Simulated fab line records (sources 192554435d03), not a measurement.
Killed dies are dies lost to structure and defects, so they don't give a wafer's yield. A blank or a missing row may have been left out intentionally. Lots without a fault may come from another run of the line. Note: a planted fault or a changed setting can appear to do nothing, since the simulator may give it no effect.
A struck lot beside a sound one ; flow n5 finfet ; 39 out of 1938 route steps
Sound: the wafers L443.1, L443.4, L443.5. The struck wafers were L440.4, L440.5, L440.6. Last of all comes the cause.
At each step with rows: each side's tool, then ch and its chambers, then its first start. Under that, the readings that differ: sound wafers ; struck wafers ; difference of the means ; sigmas: that difference in standard deviations of wafers without a fault.
alike: readings whose means differ by less than 2 such deviations, and words and numbers that are the same on both sides. not compared: withheld readings, readings that some wafer has no value for, bounds like >300 that may hide the same value, and numbers for which the record gives no deviation and whose values overlap.
A row with sigmas, a row that says differs or no value, or rows on one side alone: a step with any of these is where the two part. When numbers do not overlap yet have no deviation, they are printed without sigmas and do not part them. A reading that every wafer of one side lacks parts them only if that side has two wafers or more.

first, 11 steps without rows for these wafers: N5_MOL_CONTACT_COAG_STRIP_96 (strips in N2/H2); N5_MOL_CONTACT_COAG_ETCH_47 (etches SiNx in CH3F/O2, stops on W, target depth 27 nm); N5_MOL_CONTACT_COAG_STRIP_119 (strips in N2/H2, time 30 s); N5_MOL_CONTACT_COAG_PRECLEAN_144 (cleans in alkaline clean, time 60 s); N5_MOL_CONTACT_COAG_SRD_145 (time 30 s); N5_MOL_CONTACT_COAG_COAT_62 (time 60 s, resist thk 60 nm); N5_MOL_CONTACT_COAG_COAT_63 (time 60 s, resist thk 10 nm); N5_MOL_CONTACT_COAG_COAT_64 (time 60 s, resist thk 10 nm); N5_MOL_CONTACT_COAG_COAT_34 (resist thk 40 nm); N5_MOL_CONTACT_COAG_EBR_36; N5_MOL_CONTACT_COAG_SOFTBAKE_35 (time 60 s).
N5_MOL_CONTACT_COAG_EXPOSE_37: exposes mask VD, defocus 0 nm.
  sound on euv scanner-01 ch 0, day 10 07:20; struck on euv scanner-02 ch 0, day 9 15:04
reading;sound;struck;difference;sigmas
model.MOL_CONTACT_COAG.overlay x nm (nm);-0.4 -0.4 -0.4;6 6 6;+6;
  alike: mask
then, 2 steps without rows for these wafers: N5_MOL_CONTACT_COAG_PEB_38 (peb time 60 s); N5_MOL_CONTACT_COAG_DEVELOP_39 (develop time 30 s).
N5_MOL_CONTACT_COAG_OVL_MEAS_41:
  sound on overlay-01 ch 0, day 10 07:31; struck on overlay-02 ch 0, day 9 15:14
reading;sound;struck;difference;sigmas
VD_OVL (nm);-0.9 0.1 0.2;5.2 5.0 4.5;+5.1;+8
then, 22 steps without rows for these wafers: N5_MOL_CONTACT_COAG_DESCUM_45 (chemistry O2, time 7 s); N5_MOL_CONTACT_COAG_ETCH_65 (etches underlayer in N2/H2, target depth 13 nm, time 10.4 s); N5_MOL_CONTACT_COAG_ETCH_66 (etches SiARC in CF4, target depth 13 nm, time 21.7 s); N5_MOL_CONTACT_COAG_ALD_133 (deposits SiO2, target thk 5 nm, pulse time 1 s, co reactant pulse time 1 s); N5_MOL_CONTACT_COAG_ETCHBACK_134 (etches SiO2 in CHF3, target depth 10 nm, time 6.7 s); N5_MOL_CONTACT_COAG_ETCH_67 (etches SOC in N2/H2, target depth 60 nm, overetch 21 nm, time 101.2 s); N5_MOL_CONTACT_COAG_STRIP_68 (strips in N2/H2); N5_MOL_CONTACT_COAG_STRIP_69 (strips in N2/H2); N5_MOL_CONTACT_COAG_ETCHBACK_136 (etches SiO2 in CHF3, target depth 25 nm, time 16.7 s); N5_MOL_CONTACT_COAG_STRIP_120 (strips in CHF3); N5_MOL_CONTACT_COAG_VIA_ETCH_117 (etches SiO2 in C4F6/O2, target depth 40 nm, overetch 8 nm, time 26 s); N5_MOL_CONTACT_COAG_ETCH_124 (etches SiNx in CH3F/O2, stops on SiOC, target depth 6.5 nm); N5_MOL_CONTACT_COAG_ETCH_48 (etches SiOC in C4F6/O2, target depth 15 nm, overetch 4.5 nm, time 17 s); N5_MOL_CONTACT_COAG_STRIP_72 (strips in N2/H2); N5_MOL_CONTACT_COAG_STRIP_49 (strips in N2/H2, time 30 s); N5_MOL_CONTACT_COAG_PRECLEAN_138 (cleans in alkaline clean, time 60 s); N5_MOL_CONTACT_COAG_SRD_139 (time 30 s); N5_MOL_CONTACT_COAG_PRE_CLEAN_121; N5_MOL_CONTACT_COAG_CVD_140 (deposits W, target thk 66.5 nm, time 215 s); N5_MOL_CONTACT_COAG_PRECLEAN_127 (cleans in DIW, time 57.5 s); N5_MOL_CONTACT_COAG_SRD_128 (dry time 32 s); N5_MOL_CONTACT_COAG_CMP_52 (polishes, stops on SiO2, t overpolish 1.5 s, target thk 66.5 nm).
-- the record jumps here: 3 days lie between the struck wafers' starts before and after (it left off in module MOL_CONTACT_COAG and takes up again in module BEOL_M4, whose first step shown is number 1111 of the route) --
N5_BEOL_M4_RC_MEAS_101:
  sound on prober-01 ch 0, day 13 21:14; struck on prober-01 ch 0, day 12 19:05
  alike: DIBL_N, DIBL_P, IOFF_N, IOFF_P, ION_N, ION_P, SS_N, SS_P, VT_N, VT_P
-- record jumps: 5 days separate the struck wafers' starts on either side; left off in module BEOL_M4, taken up again in module PASSIVATION, whose first shown step is the route's number 1936 --
N5_PASSIVATION_PROBE_49:
  record: rows for the struck wafers here (prober-02, day 18 06:49), none for the sound ones

== WHERE THEY PART ==
Earliest at N5_MOL_CONTACT_COAG_OVL_MEAS_41; latest, in this record, at N5_PASSIVATION_PROBE_49.

WHY: what had been put in by the simulator
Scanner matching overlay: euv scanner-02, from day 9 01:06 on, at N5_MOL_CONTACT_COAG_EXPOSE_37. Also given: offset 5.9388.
